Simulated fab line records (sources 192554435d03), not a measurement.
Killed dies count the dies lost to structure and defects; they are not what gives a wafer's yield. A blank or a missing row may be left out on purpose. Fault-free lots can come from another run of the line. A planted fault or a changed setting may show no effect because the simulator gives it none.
Chamber matching | flow n5_finfet | rie_diel-05 running N5_HKMG_FIN_DESCUM_17: 4 sister chambers
The step chemistry O2, time 7.9 s. 8 wafers are shown with their chamber, then 7 later ones without.

## WAFERS WITH THEIR CHAMBER
wafer  | chamber | throttle_valve_pct (%) | showerhead_plenum_p_Torr (Torr)
L082.4 | 1       | 20.64                  | 2.12
L085.3 | 2       | 20.46                  | 2.14
L085.6 | 3       | 20.25                  | 2.09
L087.1 | 0       | 20.67                  | 2.11
L087.5 | 2       | 20.46                  | 2.14
L087.6 | 3       | 20.26                  | 2.09
L088.1 | 0       | 20.66                  | 2.11
L088.2 | 1       | 20.67                  | 2.11

## WAFERS WITHOUT THEIR CHAMBER
wafer  | throttle_valve_pct (%) | showerhead_plenum_p_Torr (Torr)
L088.4 | 20.27                  | 2.09
L091.1 | 20.69                  | 2.11
L091.2 | 20.27                  | 2.08
L091.4 | 20.48                  | 2.14
L092.3 | 20.28                  | 2.08
L092.5 | 20.68                  | 2.11
L092.6 | 20.68                  | 2.11

## WHICH CHAMBER EACH ONE RAN IN
wafer  | from the rows above     | in truth
L088.4 | 3                       | 3
L091.1 | can't be placed: 0 or 1 | 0
L091.2 | 3                       | 3
L091.4 | 2                       | 2
L092.3 | 3                       | 3
L092.5 | can't be placed: 0 or 1 | 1
L092.6 | can't be placed: 0 or 1 | 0
Correctly placed: 4 of 7. From these rows, 3 cannot be placed; in 3 the true chamber is one of the candidates. Number placed wrongly: 0.
How it was worked out, from the rows above alone: a wafer's distance from a chamber is the root of the sum, over the readings, of the square of ((its reading less the chamber's mean) divided by the reading's scatter). If the next closest chamber is less than 2 further off than the closest, the wafer can't be placed; otherwise it belongs to the closest. A chamber's mean is the mean of its shown wafers. The scatter: the root of (the sum of the squares of (reading less its chamber's mean) over the shown wafers, divided by (wafers less chambers)).
